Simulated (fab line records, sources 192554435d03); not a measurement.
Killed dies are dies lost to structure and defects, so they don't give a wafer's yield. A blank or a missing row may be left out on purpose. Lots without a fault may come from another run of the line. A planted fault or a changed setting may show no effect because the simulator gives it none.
A struck lot beside a sound one | flow n5_finfet | 19 steps out of a route of 1938
Sound: wafers L885.2, L885.4, L885.5. Struck: wafer L896.6. (L896.3 of the same lot was not struck and is left out.) The cause comes at the end.
At each step with rows: each side's tool, then ch and its chambers, then its first start. Under that, the readings that differ: sound wafers | struck wafers | difference of the means | sigmas: that difference in standard deviations of wafers without a fault.
alike: readings whose means differ by less than 2 such deviations, and words and numbers that are the same on both sides. not compared: withheld readings, readings that some wafer has no value for, bounds like >300 that may hide the same value, and numbers for which the record gives no deviation and whose values overlap.
The two part at a step that has a row with sigmas, a row that says differs or no value, or rows on one side only. Numbers that don't overlap but have no deviation are shown without sigmas and don't part them. A reading that every wafer of one side lacks parts them only if that side has two wafers or more.

N5_BEOL_M14_CMP_49: polishes, stops on SiO2, t overpolish 5.2 s, target thk 560 nm.
  sound on cmp-04 ch 0,1, day 12 03:19; struck on cmp-04 ch 2, day 15 14:38
  alike: barrier_field_endpoint_s, motor_current_A, overpolish_run_s, time_to_endpoint_s
N5_BEOL_M14_THK_MEAS_50: measures by xrf.
  sound on film_metro-02, day 12 03:36; struck on film_metro-02, day 15 14:52
  alike: M14_THK
then, 1 step without rows for these wafers: N5_BEOL_M14_PRE_CLEAN_52 (time 15 s).
N5_BEOL_M14_DEP_53: deposits SiCN from 3MS/NH3, target thk 50 nm, time 17.8 s.
  sound on pecvd-02 ch 0,1,2, day 12 03:40; struck on pecvd-01 ch 2, day 15 14:55
  reading                         | sound          | struck | difference | sigmas
  showerhead_plenum_p_Torr (Torr) | 4.14 4.13 4.15 | 4.22   | +0.08      | +3
  alike: throttle_valve_pct
N5_BEOL_M14_RS_MEAS_54: measures by four-point-probe.
  sound on film_metro-01, day 12 03:44; struck on film_metro-02, day 15 14:59
  alike: M14_RS
N5_BEOL_M14_INSPECT_55: inspects for defects (darkfield).
  sound on defect_inspect-02, day 12 03:46; struck on defect_inspect-01, day 15 15:01
  alike: raw_defect_count
N5_BEOL_M15_ILD_DEP_00: deposits SiO2 from TEOS/O2, target thk 1629.3 nm, time 346.1 s.
  sound on pecvd-03 ch 1,2, day 12 03:47; struck on pecvd-04 ch 2, day 15 15:03
  alike: heater_power_w, showerhead_plenum_p_Torr, throttle_valve_pct
N5_BEOL_M15_THK_MEAS_01:
  sound on film_metro-01, day 12 04:02; struck on film_metro-02, day 15 15:18
  alike: M15_ILD_THK
then, 4 steps without rows for these wafers: N5_BEOL_M15_COAT_58 (time 60 s, resist thk 89 nm); N5_BEOL_M15_COAT_04 (resist thk 800 nm); N5_BEOL_M15_EBR_06; N5_BEOL_M15_SOFTBAKE_05 (time 60 s).
N5_BEOL_M15_EXPOSE_07: exposes mask V14.
  sound on krf_scanner-01 ch 0, day 12 04:19; struck on krf_scanner-02 ch 0, day 15 15:26
  alike: mask
then, 3 steps without rows for these wafers: N5_BEOL_M15_PEB_08 (peb time 90 s); N5_BEOL_M15_DEVELOP_09 (develop time 45 s); N5_BEOL_M15_HARDBAKE_14 (time 120 s).
N5_BEOL_M15_CD_MEAS_10: target cd 360 nm.
  sound on cd_sem-01 ch 0, day 12 04:29; struck on cd_sem-02 ch 0, day 15 15:36
  reading    | sound             | struck | difference | sigmas
  cd_nm (nm) | 360.4 361.0 361.1 | 368.0  | +7.2       | +5
N5_BEOL_M15_OVL_MEAS_11:
  sound on overlay-01 ch 0, day 12 04:31; struck on overlay-01 ch 0, day 15 15:38
  alike: V14_OVL
N5_PASSIVATION_PROBE_49:
  the record has rows for the sound wafers here (prober-01, day 13 01:59) and none for the struck ones

WHERE THEY PART
First at N5_BEOL_M14_DEP_53; last, within this record, at N5_PASSIVATION_PROBE_49.

WHY: what the simulator had put in
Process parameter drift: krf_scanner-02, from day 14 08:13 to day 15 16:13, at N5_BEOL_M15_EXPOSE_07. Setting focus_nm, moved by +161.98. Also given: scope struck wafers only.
